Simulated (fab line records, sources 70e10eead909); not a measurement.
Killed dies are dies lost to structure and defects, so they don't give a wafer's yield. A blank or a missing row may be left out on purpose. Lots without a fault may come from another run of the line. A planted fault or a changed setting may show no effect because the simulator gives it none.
One fault seen from 3 desks | flow nand_harc | each desk has only its own numbers; what lay behind them comes last

THE DEFECT DESK
What the inspections along the route counted, lot by lot: means of the sampled wafers that have a number. A lot is out of limits, marked OUT, if its mean lies more than 4 standard deviations from the usual mean; the brackets give that distance.
Columns: A = raw_defect_count at NHARC_A_CONTACT_INSPECT_44, usual 27
lot  | first seen here | A
L394 | day 15 23:25    | 30
L399 | day 16 23:38    | 26
L400 | day 16 23:59    | 15
L398 | day 17 05:07    | 7
L403 | day 18 12:21    | 9
L402 | day 18 12:32    | 38
L406 | day 19 00:04    | 28
L408 | day 19 08:23    | 485 (+31) OUT
L409 | day 20 03:55    | 438 (+27) OUT
L414 | day 21 17:40    | 59
L416 | day 22 04:20    | 39
L417 | day 22 06:38    | 42
This desk's finding: out of limits on L408, L409; first on L408, day 19 08:23 (raw_defect_count at NHARC_A_CONTACT_INSPECT_44). In limits: L394, L399, L400, L398, L403, L402, L406, L414, L416, L417.

THE METROLOGY DESK
What the gauges read, lot by lot, whatever tool the lot ran on: means of the sampled wafers that have a number. A lot is out of limits, marked OUT, if its mean lies more than 4 standard deviations from the usual mean; the brackets give that distance.
Columns: A = cd_nm at NHARC_A_CONTACT_CD_MEAS_42, usual 200.0 nm
lot  | first seen here | A
L394 | day 15 23:18    | 199.8
L399 | day 16 23:30    | 199.5
L400 | day 16 23:52    | 199.3
L398 | day 17 04:59    | 200.2
L403 | day 18 12:14    | 199.8
L402 | day 18 12:24    | 200.7
L406 | day 18 23:56    | 199.6
L408 | day 19 08:16    | 199.8
L409 | day 20 03:46    | 200.1
L414 | day 21 17:32    | 199.8
L416 | day 22 04:13    | 200.3
L417 | day 22 06:30    | 200.3
This desk's finding: nothing out of limits on any of the 12 lots.

THE TOOL OWNER'S DESK: pecvd-01
The tool's own readings at NHARC_A_CONTACT_DEP_29 (deposits SiON, target thk 70 nm): means of the sampled wafers that have a number, for each lot that ran on this tool. A lot is out of limits, marked OUT, if its mean lies more than 4 standard deviations from the usual mean; the brackets give that distance.
Columns: A = heater_power_outer_w at NHARC_A_CONTACT_DEP_29, usual 440 W; B = heater_power_w at NHARC_A_CONTACT_DEP_29, usual 763 W
lot  | first seen here | A   | B
L400 | day 16 23:08    | 403 | 709
L398 | day 17 04:25    | 413 | 732
L406 | day 18 23:12    | 426 | 746
L408 | day 19 07:32    | 423 | 748
L409 | day 20 03:07    | 405 | 708
This desk's finding: nothing out of limits on any of the 5 lots.

PUT TOGETHER
The defect desk could have raised an alarm at day 19 08:23, on L408, L409.
The metrology desk saw nothing out of limits.
The tool owner's desk saw nothing out of limits.
The metrology desk has L408, L409 on record, within its limits.
The tool owner's desk has L408, L409 on record, within its limits.
Of the lots named, all ran NHARC_A_CONTACT_DEP_29 on pecvd-01.

WHAT THE SIMULATOR HAD PUT IN
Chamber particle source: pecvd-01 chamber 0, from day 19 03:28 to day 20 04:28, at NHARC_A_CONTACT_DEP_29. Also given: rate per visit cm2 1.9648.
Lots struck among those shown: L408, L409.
Hours from the fault's start to each desk's first reading out of limits: the defect desk, 5.
